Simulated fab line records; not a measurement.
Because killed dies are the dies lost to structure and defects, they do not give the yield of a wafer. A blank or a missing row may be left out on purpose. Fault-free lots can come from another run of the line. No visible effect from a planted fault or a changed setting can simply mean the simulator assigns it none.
Matching of chambers / flow n5-finfet / rie-diel-02 running N5_HKMG_FIN_STRIP_93: 4 sister chambers
The step strips SOC in N2/H2, time 20 s. 14 wafers are shown with their chamber, then 7 later ones without.

## EACH WAFER AND ITS CHAMBER
wafer=L078.1; chamber=3; drypump-motor-current-A (A)=6.4; showerhead-plenum-p-Torr (Torr)=3.43; oes-product-au (a.u.)=0.88
wafer=L078.3; chamber=1; drypump-motor-current-A (A)=5.9; showerhead-plenum-p-Torr (Torr)=3.19; oes-product-au (a.u.)=0.69
wafer=L078.4; chamber=1; drypump-motor-current-A (A)=5.9; showerhead-plenum-p-Torr (Torr)=3.19; oes-product-au (a.u.)=0.69
wafer=L079.2; chamber=1; drypump-motor-current-A (A)=5.9; showerhead-plenum-p-Torr (Torr)=3.19; oes-product-au (a.u.)=0.68
wafer=L079.3; chamber=3; drypump-motor-current-A (A)=6.4; showerhead-plenum-p-Torr (Torr)=3.43; oes-product-au (a.u.)=0.88
wafer=L079.6; chamber=0; drypump-motor-current-A (A)=5.1; showerhead-plenum-p-Torr (Torr)=3.21; oes-product-au (a.u.)=0.72
wafer=L081.4; chamber=1; drypump-motor-current-A (A)=6.0; showerhead-plenum-p-Torr (Torr)=3.19; oes-product-au (a.u.)=0.68
wafer=L081.5; chamber=0; drypump-motor-current-A (A)=5.1; showerhead-plenum-p-Torr (Torr)=3.21; oes-product-au (a.u.)=0.71
wafer=L081.6; chamber=3; drypump-motor-current-A (A)=6.4; showerhead-plenum-p-Torr (Torr)=3.43; oes-product-au (a.u.)=0.86
wafer=L087.2; chamber=1; drypump-motor-current-A (A)=5.9; showerhead-plenum-p-Torr (Torr)=3.18; oes-product-au (a.u.)=0.67
wafer=L087.5; chamber=1; drypump-motor-current-A (A)=5.9; showerhead-plenum-p-Torr (Torr)=3.18; oes-product-au (a.u.)=0.68
wafer=L087.6; chamber=0; drypump-motor-current-A (A)=5.1; showerhead-plenum-p-Torr (Torr)=3.20; oes-product-au (a.u.)=0.70
wafer=L088.1; chamber=3; drypump-motor-current-A (A)=6.4; showerhead-plenum-p-Torr (Torr)=3.42; oes-product-au (a.u.)=0.86
wafer=L088.3; chamber=2; drypump-motor-current-A (A)=5.3; showerhead-plenum-p-Torr (Torr)=3.58; oes-product-au (a.u.)=0.96

SIGNATURES (means of the wafers above)
reading=drypump-motor-current-A; chamber 0=5.100; chamber 1=5.917; chamber 2=5.300; chamber 3=6.400; scatter within a chamber=0.0289
reading=showerhead-plenum-p-Torr; chamber 0=3.2067; chamber 1=3.1867; chamber 2=3.5800; chamber 3=3.4275; scatter within a chamber=0.00524
reading=oes-product-au; chamber 0=0.7100; chamber 1=0.6817; chamber 2=0.9600; chamber 3=0.8700; scatter within a chamber=0.0094
Rule: for each reading, subtract the chamber's mean from the wafer's reading, divide by that reading's scatter and square the result; add these up over the readings and take the root, which gives the wafer's distance from the chamber. If the next closest chamber is less than 2 further off than the closest, the wafer can't be placed; otherwise it belongs to the closest. The scatter is the square root of a quotient: the sum, over the shown wafers, of each reading's squared deviation from its chamber's mean, divided by wafers minus chambers.

## WAFERS WHOSE CHAMBER IS MISSING
wafer=L088.5; drypump-motor-current-A (A)=5.1; showerhead-plenum-p-Torr (Torr)=3.20; oes-product-au (a.u.)=0.71
wafer=L093.2; drypump-motor-current-A (A)=5.3; showerhead-plenum-p-Torr (Torr)=3.58; oes-product-au (a.u.)=0.91
wafer=L093.4; drypump-motor-current-A (A)=5.1; showerhead-plenum-p-Torr (Torr)=3.20; oes-product-au (a.u.)=0.69
wafer=L093.5; drypump-motor-current-A (A)=5.3; showerhead-plenum-p-Torr (Torr)=3.58; oes-product-au (a.u.)=0.92
wafer=L094.2; drypump-motor-current-A (A)=6.4; showerhead-plenum-p-Torr (Torr)=3.41; oes-product-au (a.u.)=0.83
wafer=L094.4; drypump-motor-current-A (A)=6.4; showerhead-plenum-p-Torr (Torr)=3.41; oes-product-au (a.u.)=0.82
wafer=L094.6; drypump-motor-current-A (A)=5.3; showerhead-plenum-p-Torr (Torr)=3.58; oes-product-au (a.u.)=0.93

## WHICH CHAMBER EACH ONE RAN IN
wafer=L088.5; from the rows above=0; in truth=0
wafer=L093.2; from the rows above=2; in truth=2
wafer=L093.4; from the rows above=0; in truth=0
wafer=L093.5; from the rows above=2; in truth=2
wafer=L094.2; from the rows above=3; in truth=3
wafer=L094.4; from the rows above=3; in truth=3
wafer=L094.6; from the rows above=2; in truth=2
7 of 7 placed correctly. From these rows, 0 cannot be placed. 0 placed wrongly.
